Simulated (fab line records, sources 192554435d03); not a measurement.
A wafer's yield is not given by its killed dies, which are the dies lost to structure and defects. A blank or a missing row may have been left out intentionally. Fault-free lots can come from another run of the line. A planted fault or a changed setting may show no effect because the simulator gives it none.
Matching of chambers    flow n5-finfet    N5_BEOL_M3_STRIP_19 on rie-diel-03: 4 sister chambers
The step strips in O2. 4 wafers are shown with their chamber, then 8 later ones without.

WAFERS, EACH WITH ITS CHAMBER
wafer   chamber  showerhead-plenum-p-Torr (Torr)
L892.5  1        2.14
L896.1  3        2.02
L896.4  0        2.00
L902.1  2        1.99

WAFERS WITHOUT THEIR CHAMBER
wafer   showerhead-plenum-p-Torr (Torr)
L902.5  2.00
L902.6  2.02
L903.3  2.14
L903.4  2.02
L903.6  2.14
L904.1  1.99
L904.4  2.00
L904.5  2.13

CHAMBER TAKEN BY EACH
wafer   from the rows above  in truth
L902.5  0                    0
L902.6  3                    3
L903.3  1                    1
L903.4  3                    3
L903.6  1                    1
L904.1  2                    2
L904.4  0                    0
L904.5  1                    1
8 of 8 placed correctly. Can't be placed from these rows: 0. 0 placed wrongly.
How it was worked out, from the rows above alone: a wafer's distance from a chamber is the root of the sum, over the readings, of the square of ((its reading less the chamber's mean) divided by the reading's scatter). If the next closest chamber is less than 2 further off than the closest, the wafer can't be placed; otherwise it belongs to the closest. A chamber's mean is the mean of its shown wafers. The scatter: root of mean squared gap, hidden wafer to nearest shown wafer, with one shown wafer a chamber.
